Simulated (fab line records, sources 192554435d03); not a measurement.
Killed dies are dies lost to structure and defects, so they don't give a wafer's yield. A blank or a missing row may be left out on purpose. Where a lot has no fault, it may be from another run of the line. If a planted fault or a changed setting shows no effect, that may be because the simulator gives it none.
Chamber matching    flow n5Finfet    rieDiel-01 running N5_BEOL_M8_STRIP_67: 4 sister chambers
The step strips in CF4. 4 wafers are shown with their chamber, then 10 later ones without.

== WAFERS PAIRED WITH THEIR CHAMBERS ==
wafer   chamber  showerheadPlenumPTorr (Torr)
L090.5  3        1.86
L093.6  0        1.83
L092.1  1        1.73
L092.3  2        1.89

== WAFERS WITH NO CHAMBER GIVEN ==
wafer   showerheadPlenumPTorr (Torr)
L092.6  1.73
L094.1  1.73
L094.2  1.89
L094.3  1.86
L095.2  1.73
L095.3  1.86
L095.6  1.86
L097.3  1.88
L097.4  1.82
L097.6  1.88

== THE CHAMBER EACH PASSED THROUGH ==
wafer   from the rows above      in truth
L092.6  1                        1
L094.1  1                        1
L094.2  2                        2
L094.3  3                        3
L095.2  1                        1
L095.3  3                        3
L095.6  3                        3
L097.3  can't be placed: 2 or 3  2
L097.4  0                        0
L097.6  can't be placed: 2 or 3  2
Correctly placed: 8 of 10. Can't be placed from these rows: 2 (the true chamber is among the candidates in 2). Wrongly placed: 0.
How it was worked out, from the rows above alone: a wafer's distance from a chamber is the root of the sum, over the readings, of the square of ((its reading less the chamber's mean) divided by the reading's scatter). If the next closest chamber is less than 2 further off than the closest, the wafer can't be placed; otherwise it belongs to the closest. A chamber's mean is the mean of its shown wafers. The scatter: root of mean squared gap, hidden wafer to nearest shown wafer, with one shown wafer a chamber.
